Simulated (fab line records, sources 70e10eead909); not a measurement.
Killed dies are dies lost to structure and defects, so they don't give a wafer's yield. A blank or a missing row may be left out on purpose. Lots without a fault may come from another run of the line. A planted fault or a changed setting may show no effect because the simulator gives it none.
Chamber matching | flow nand_harc | NHARC_P_M1_STRIP_18 on rie_diel-11: 4 sister chambers
The step strips in N2/H2. 4 wafers are shown with their chamber, then 9 later ones without.

WAFERS WITH THEIR CHAMBER
wafer  | chamber | drypump_motor_current_A (A)
L081.6 | 2       | 5.9
L087.4 | 1       | 6.7
L087.5 | 0       | 5.4
L087.6 | 3       | 5.4

WAFERS WITHOUT THEIR CHAMBER
wafer  | drypump_motor_current_A (A)
L093.2 | 5.9
L093.3 | 5.5
L093.6 | 5.9
L094.1 | 6.0
L094.3 | 6.7
L094.4 | 5.4
L096.2 | 5.4
L096.4 | 5.9
L096.6 | 6.7

WHICH CHAMBER EACH WENT THROUGH
wafer  | from the rows above     | in truth
L093.2 | 2                       | 2
L093.3 | can't be placed: 0 or 3 | 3
L093.6 | 2                       | 2
L094.1 | 2                       | 2
L094.3 | 1                       | 1
L094.4 | can't be placed: 0 or 3 | 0
L096.2 | can't be placed: 0 or 3 | 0
L096.4 | 2                       | 2
L096.6 | 1                       | 1
Placed correctly: 6 of 9. Can't be placed from these rows: 3 (the true chamber is among the candidates in 3). Placed wrongly: 0.
How it was worked out, from the rows above alone: a wafer's distance from a chamber is the root of the sum, over the readings, of the square of ((its reading less the chamber's mean) divided by the reading's scatter). The wafer belongs to the nearest chamber; if the next one is less than 2 further off, it can't be placed. A chamber's mean is the mean of its shown wafers. The scatter: with one shown wafer a chamber, the root of the mean of the squares of how far each hidden wafer lies from its nearest shown one.
